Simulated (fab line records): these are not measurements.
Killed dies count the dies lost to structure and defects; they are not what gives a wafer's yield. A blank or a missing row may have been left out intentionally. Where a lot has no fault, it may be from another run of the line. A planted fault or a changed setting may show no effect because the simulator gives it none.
What tool caused it? + flow n5_finfet + 24 lots with 72 wafers sampled at 5 steps, on a route of 1938 steps

== WHAT EACH GAUGE READ, for each wafer ==
N5_BEOL_M3_CD_MEAS_28: target cd 25.7 nm, target cd y 23.3 nm. Usual: cd_nm reads 25.68 nm (standard deviation 0.24).
| lot  | measured     | on        | cd_nm (nm)        | flag |
|------|--------------|-----------|-------------------|------|
| L074 | day 7 06:02  | cd_sem-02 | 25.91 25.71 25.65 |      |
| L076 | day 7 07:46  | cd_sem-01 | 25.58 25.56 25.85 |      |
| L075 | day 7 11:04  | cd_sem-03 | 25.27 25.48 25.53 |      |
| L077 | day 7 16:13  | cd_sem-01 | 25.65 25.76 25.42 |      |
| L078 | day 7 23:16  | cd_sem-02 | 25.46 25.82 25.90 |      |
| L079 | day 8 04:56  | cd_sem-01 | 25.56 25.41 25.32 |      |
| L080 | day 8 13:50  | cd_sem-03 | 25.61 25.49 25.78 |      |
| L082 | day 9 03:14  | cd_sem-01 | 25.45 25.88 25.78 |      |
| L081 | day 9 03:34  | cd_sem-03 | 25.38 25.59 25.55 |      |
| L083 | day 9 08:34  | cd_sem-02 | 25.62 25.73 25.19 |      |
| L084 | day 9 16:59  | cd_sem-02 | 25.28 25.18 25.77 |      |
| L085 | day 10 00:10 | cd_sem-03 | 25.57 25.48 25.46 |      |
| L086 | day 10 01:04 | cd_sem-02 | 25.62 25.63 25.83 |      |
| L087 | day 10 06:35 | cd_sem-02 | 25.68 25.58 25.92 |      |
| L088 | day 10 11:32 | cd_sem-03 | 25.64 25.45 25.90 |      |
| L089 | day 10 20:49 | cd_sem-02 | 25.72 25.96 25.63 |      |
| L090 | day 11 01:21 | cd_sem-03 | 25.36 25.61 26.00 |      |
| L091 | day 11 14:24 | cd_sem-02 | 26.13 26.51 26.30 |      |
| L092 | day 11 14:35 | cd_sem-03 | 25.63 25.77 25.83 |      |
| L093 | day 11 22:59 | cd_sem-01 | 26.02 25.79 25.56 |      |
| L094 | day 12 02:46 | cd_sem-01 | 25.85 25.39 26.13 |      |
| L095 | day 12 03:08 | cd_sem-01 | 25.97 25.74 25.72 |      |
| L096 | day 12 07:54 | cd_sem-03 | 25.78 25.61 25.57 |      |
| L097 | day 12 21:53 | cd_sem-01 | 25.41 25.77 25.57 |      |

N5_BEOL_M3_INSPECT_30: inspects for defects (brightfield). Usual: raw_defect_count reads 422 (standard deviation 89).
| lot  | measured     | on                | raw_defect_count | flag |
|------|--------------|-------------------|------------------|------|
| L074 | day 7 06:08  | defect_inspect-02 | 323 488 317      |      |
| L076 | day 7 07:51  | defect_inspect-02 | 541 532 432      |      |
| L075 | day 7 11:09  | defect_inspect-02 | 309 274 369      |      |
| L077 | day 7 16:18  | defect_inspect-01 | 439 375 327      |      |
| L078 | day 7 23:22  | defect_inspect-02 | 539 527 467      |      |
| L079 | day 8 05:02  | defect_inspect-02 | 325 469 287      |      |
| L080 | day 8 13:55  | defect_inspect-01 | 353 387 322      |      |
| L082 | day 9 03:19  | defect_inspect-01 | 327 425 502      |      |
| L081 | day 9 03:40  | defect_inspect-01 | 357 356 454      |      |
| L083 | day 9 08:40  | defect_inspect-02 | 364 410 351      |      |
| L084 | day 9 17:04  | defect_inspect-01 | 307 295 298      |      |
| L085 | day 10 00:15 | defect_inspect-01 | 485 562 564      |      |
| L086 | day 10 01:10 | defect_inspect-02 | 480 536 479      |      |
| L087 | day 10 06:40 | defect_inspect-02 | 287 418 405      |      |
| L088 | day 10 11:37 | defect_inspect-02 | 506 344 420      |      |
| L089 | day 10 20:55 | defect_inspect-01 | 397 523 398      |      |
| L090 | day 11 01:26 | defect_inspect-02 | 518 485 430      |      |
| L091 | day 11 14:29 | defect_inspect-02 | 460 543 594      |      |
| L092 | day 11 14:40 | defect_inspect-02 | 394 430 358      |      |
| L093 | day 11 23:05 | defect_inspect-02 | 541 652 410      |      |
| L094 | day 12 02:52 | defect_inspect-02 | 321 573 416      |      |
| L095 | day 12 03:13 | defect_inspect-01 | 416 478 367      |      |
| L096 | day 12 07:59 | defect_inspect-02 | 373 372 318      |      |
| L097 | day 12 21:58 | defect_inspect-01 | 356 451 475      |      |

N5_BEOL_M3_OCD_MEAS_38. Usual: trench_depth_nm reads 55.2 nm (standard deviation 1).
| lot  | measured     | on     | trench_depth_nm (nm) | flag |
|------|--------------|--------|----------------------|------|
| L074 | day 7 07:09  | ocd-01 | 57.1 55.4 57.0       |      |
| L076 | day 7 10:08  | ocd-01 | 54.5 54.4 55.3       |      |
| L075 | day 7 14:19  | ocd-02 | 55.6 54.5 54.9       |      |
| L077 | day 7 17:29  | ocd-01 | 54.7 54.9 55.6       |      |
| L078 | day 8 00:08  | ocd-02 | 55.2 55.3 54.7       |      |
| L079 | day 8 07:34  | ocd-02 | 55.8 55.3 56.1       |      |
| L080 | day 8 22:02  | ocd-02 | 55.1 55.4 55.7       |      |
| L082 | day 9 04:05  | ocd-02 | 54.4 54.4 55.1       |      |
| L081 | day 9 04:23  | ocd-01 | 54.8 54.0 55.8       |      |
| L083 | day 9 10:47  | ocd-01 | 54.4 54.7 54.8       |      |
| L084 | day 9 22:37  | ocd-02 | 57.9 54.6 55.1       |      |
| L085 | day 10 04:08 | ocd-02 | 55.1 58.0 54.3       |      |
| L086 | day 10 06:37 | ocd-01 | 54.4 55.9 54.7       |      |
| L087 | day 10 09:47 | ocd-02 | 54.5 54.6 56.3       |      |
| L088 | day 10 13:10 | ocd-01 | 55.0 55.6 55.2       |      |
| L089 | day 10 21:36 | ocd-01 | 53.6 54.7 54.4       |      |
| L090 | day 11 02:41 | ocd-02 | 54.1 53.4 55.3       |      |
| L091 | day 11 20:16 | ocd-02 | 56.3 56.0 54.1       |      |
| L092 | day 11 21:25 | ocd-02 | 53.6 55.2 58.4       |      |
| L093 | day 12 01:47 | ocd-01 | 56.0 53.9 55.2       |      |
| L094 | day 12 11:47 | ocd-01 | 54.2 55.3 55.4       |      |
| L095 | day 12 05:12 | ocd-02 | 53.7 54.9 57.4       |      |
| L096 | day 12 11:45 | ocd-02 | 54.8 54.4 57.1       |      |
| L097 | day 13 04:21 | ocd-02 | 54.6 56.5 56.2       |      |

== TOOL THAT RAN EACH LOT (tool first, then ch and the chambers of the sampled wafers, then the start) ==
| lot  | N5_BEOL_M3_ETCH_77                 | N5_BEOL_M3_ALD_98                 |
|------|------------------------------------|-----------------------------------|
| L074 | rie_diel-04 ch 1,2, day 7 06:11    | ald_sin-02 ch 0,1,2, day 7 06:22  |
| L076 | rie_diel-04 ch 1,3, day 7 07:55    | ald_sin-02 ch 1,2, day 7 08:01    |
| L075 | rie_diel-02 ch 0,3, day 7 11:13    | ald_sin-01 ch 0,1,2, day 7 11:19  |
| L077 | rie_diel-05 ch 2,3, day 7 16:22    | ald_sin-01 ch 1,2,3, day 7 16:43  |
| L078 | rie_diel-02 ch 0,3, day 7 23:26    | ald_sin-04 ch 1,2, day 7 23:32    |
| L079 | rie_diel-04 ch 1,2,3, day 8 05:06  | ald_sin-02 ch 0,1,2, day 8 05:12  |
| L080 | rie_diel-05 ch 0,2,3, day 8 14:04  | ald_sin-01 ch 0,2,3, day 8 14:24  |
| L082 | rie_diel-04 ch 1,2,3, day 9 03:23  | ald_sin-01 ch 0,1,2, day 9 03:29  |
| L081 | rie_diel-02 ch 1,3, day 9 03:44    | ald_sin-01 ch 1,2,3, day 9 03:50  |
| L083 | rie_diel-04 ch 1,2,3, day 9 08:44  | ald_sin-01 ch 0,1, day 9 09:59    |
| L084 | rie_diel-05 ch 1,2,3, day 9 17:08  | ald_sin-04 ch 1,3, day 9 17:32    |
| L085 | rie_diel-05 ch 0,3, day 10 00:25   | ald_sin-01 ch 1,2, day 10 00:31   |
| L086 | rie_diel-02 ch 0,3, day 10 01:14   | ald_sin-02 ch 1,2, day 10 01:25   |
| L087 | rie_diel-05 ch 0,1, day 10 06:56   | ald_sin-02 ch 0,2,3, day 10 07:02 |
| L088 | rie_diel-05 ch 0,2, day 10 11:44   | ald_sin-01 ch 0,1,2, day 10 11:50 |
| L089 | rie_diel-02 ch 0,2,3, day 10 20:59 | ald_sin-02 ch 1,2,3, day 10 21:05 |
| L090 | rie_diel-02 ch 0,2,3, day 11 01:31 | ald_sin-01 ch 0,1, day 11 01:37   |
| L091 | rie_diel-05 ch 0,1,2, day 11 14:34 | ald_sin-01 ch 0,1,3, day 11 14:40 |
| L092 | rie_diel-05 ch 1,3, day 11 14:44   | ald_sin-02 ch 0,1,3, day 11 14:50 |
| L093 | rie_diel-05 ch 1,2,3, day 11 23:14 | ald_sin-02 ch 0,3, day 11 23:46   |
| L094 | rie_diel-04 ch 1,3, day 12 03:05   | ald_sin-01 ch 0,1,2, day 12 03:11 |
| L095 | rie_diel-02 ch 0,2,3, day 12 03:17 | ald_sin-01 ch 0,2,3, day 12 03:29 |
| L096 | rie_diel-02 ch 0,2,3, day 12 08:04 | ald_sin-01 ch 0,1,3, day 12 08:10 |
| L097 | rie_diel-04 ch 0,3, day 12 22:02   | ald_sin-04 ch 0,3, day 12 22:08   |
- N5_BEOL_M3_ETCH_77: etches underlayer in N2/H2, target depth 6.5 nm, time 5.2 s.
- N5_BEOL_M3_ALD_98: deposits SiO2, target thk 2.5 nm, pulse time 1 s, co reactant pulse time 1 s.

== WHAT THE TOOLS THEMSELVES READ (means of the sampled wafers that have a number; where no wafer has one, the mark that the record gives instead) ==
N5_BEOL_M3_ETCH_77. Usual: bias_w is 150.0 W with standard deviation 0.48, drypump_motor_current_A is 5.9 A with standard deviation 0.55, etch_rf_on_time_s is 5.23 s with standard deviation 0.13, oes_product_au is 0.68 a.u. with standard deviation 0.078, rf_vpp_V is 524.0 V with standard deviation 2.7, showerhead_plenum_p_Torr is 2.55 Torr with standard deviation 0.083, and throttle_valve_pct is 17.85 % with standard deviation 0.23.
| lot  | tool        | bias_w (W) | drypump_motor_current_A (A) | etch_rf_on_time_s (s) | oes_product_au (a.u.) | rf_vpp_V (V) | showerhead_plenum_p_Torr (Torr) | throttle_valve_pct (%) | flag |
|------|-------------|------------|-----------------------------|-----------------------|-----------------------|--------------|---------------------------------|------------------------|------|
| L074 | rie_diel-04 | 150.4      | 5.6                         | 5.16                  | 0.59                  | 525.9        | 2.61                            | 17.84                  |      |
| L076 | rie_diel-04 | 149.7      | 5.4                         | 5.25                  | 0.67                  | 526.8        | 2.65                            | 17.72                  |      |
| L075 | rie_diel-02 | 149.8      | 5.5                         | 5.13                  | 0.62                  | 520.4        | 2.44                            | 17.93                  |      |
| L077 | rie_diel-05 | 149.5      | 6.4                         | 5.31                  | 0.71                  | 521.2        | 2.47                            | 17.76                  |      |
| L078 | rie_diel-02 | 150.1      | 6.0                         | 5.22                  | 0.64                  | 522.9        | 2.49                            | 17.94                  |      |
| L079 | rie_diel-04 | 150.3      | 5.5                         | 5.19                  | 0.66                  | 526.9        | 2.64                            | 17.67                  |      |
| L080 | rie_diel-05 | 149.9      | 6.1                         | 5.28                  | 0.68                  | 523.0        | 2.53                            | 17.84                  |      |
| L082 | rie_diel-04 | 150.0      | 5.5                         | 5.28                  | 0.65                  | 526.5        | 2.64                            | 17.69                  |      |
| L081 | rie_diel-02 | 149.9      | 6.3                         | 5.30                  | 0.75                  | 522.8        | 2.51                            | 17.89                  |      |
| L083 | rie_diel-04 | 149.5      | 5.5                         | 5.26                  | 0.65                  | 526.5        | 2.64                            | 17.68                  |      |
| L084 | rie_diel-05 | 150.3      | 6.2                         | 5.25                  | 0.69                  | 520.9        | 2.46                            | 17.75                  |      |
| L085 | rie_diel-05 | 150.4      | 5.7                         | 5.15                  | 0.62                  | 524.1        | 2.56                            | 17.95                  |      |
| L086 | rie_diel-02 | 149.5      | 6.0                         | 5.17                  | 0.72                  | 524.4        | 2.59                            | 17.80                  |      |
| L087 | rie_diel-05 | 150.5      | 5.5                         | 5.15                  | 0.62                  | 524.2        | 2.56                            | 17.91                  |      |
| L088 | rie_diel-05 | 150.2      | 6.2                         | 5.23                  | 0.69                  | 522.6        | 2.53                            | 17.83                  |      |
| L089 | rie_diel-02 | 149.8      | 6.1                         | 5.18                  | 0.72                  | 525.7        | 2.60                            | 17.87                  |      |
| L090 | rie_diel-02 | 149.9      | 6.1                         | 5.19                  | 0.72                  | 525.5        | 2.60                            | 17.86                  |      |
| L091 | rie_diel-05 | 150.6      | 5.9                         | 5.17                  | 0.66                  | 522.9        | 2.51                            | 17.82                  |      |
| L092 | rie_diel-05 | 149.9      | 5.9                         | 5.18                  | 0.65                  | 521.6        | 2.44                            | 17.80                  |      |
| L093 | rie_diel-05 | 150.4      | 6.1                         | 5.19                  | 0.68                  | 522.1        | 2.45                            | 17.80                  |      |
| L094 | rie_diel-04 | 149.8      | 5.4                         | 5.24                  | 0.78                  | 525.0        | 2.63                            | 17.50                  |      |
| L095 | rie_diel-02 | 149.6      | 6.1                         | 5.21                  | 0.71                  | 525.5        | 2.59                            | 17.87                  |      |
| L096 | rie_diel-02 | 149.6      | 6.1                         | 5.19                  | 0.71                  | 526.6        | 2.59                            | 17.88                  |      |
| L097 | rie_diel-04 | 150.2      | 5.4                         | 5.25                  | 0.75                  | 526.7        | 2.62                            | 17.79                  |      |

N5_BEOL_M3_ALD_98. Usual: heater_power_w 77 W, standard deviation 9.6; precursor_pulse_height_rel 0.999, standard deviation 0.019.
| lot  | tool       | heater_power_w (W) | precursor_pulse_height_rel | flag |
|------|------------|--------------------|----------------------------|------|
| L074 | ald_sin-02 | 86                 | 1.015                      |      |
| L076 | ald_sin-02 | 83                 | 0.989                      |      |
| L075 | ald_sin-01 | 73                 | 1.004                      |      |
| L077 | ald_sin-01 | 80                 | 0.993                      |      |
| L078 | ald_sin-04 | 74                 | 1.002                      |      |
| L079 | ald_sin-02 | 84                 | 1.009                      |      |
| L080 | ald_sin-01 | 80                 | 1.005                      |      |
| L082 | ald_sin-01 | 73                 | 1.016                      |      |
| L081 | ald_sin-01 | 79                 | 0.998                      |      |
| L083 | ald_sin-01 | 67                 | 1.001                      |      |
| L084 | ald_sin-04 | 80                 | 0.996                      |      |
| L085 | ald_sin-01 | 71                 | 0.987                      |      |
| L086 | ald_sin-02 | 81                 | 0.977                      |      |
| L087 | ald_sin-02 | 74                 | 1.017                      |      |
| L088 | ald_sin-01 | 75                 | 0.992                      |      |
| L089 | ald_sin-02 | 77                 | 1.007                      |      |
| L090 | ald_sin-01 | 67                 | 0.999                      |      |
| L091 | ald_sin-01 | 73                 | 1.003                      |      |
| L092 | ald_sin-02 | 78                 | 0.994                      |      |
| L093 | ald_sin-02 | 77                 | 0.988                      |      |
| L094 | ald_sin-01 | 73                 | 0.977                      |      |
| L095 | ald_sin-01 | 81                 | 1.001                      |      |
| L096 | ald_sin-01 | 71                 | 1.007                      |      |
| L097 | ald_sin-04 | 75                 | 0.985                      |      |

== THE ANSWER, worked out from the rows above alone ==
Rule: a lot is off if the mean of its wafers that have a number lies more than 3 standard deviations from the usual mean. Also off: a lot with no number at a reading for which 4 or more lots have one. Any other lot the step has rows for is counted as sound. After the gauges, taken in route order, come the tools' own readings; for these a lot's mean is taken, as printed above. At the first step where some lot is off, the reading lying furthest off is the one used; lots without a number count as furthest.
No lot is off on any of the readings shown, so nothing can be concluded from this.

== WHAT HAD BEEN PUT IN BY THE SIMULATOR ==
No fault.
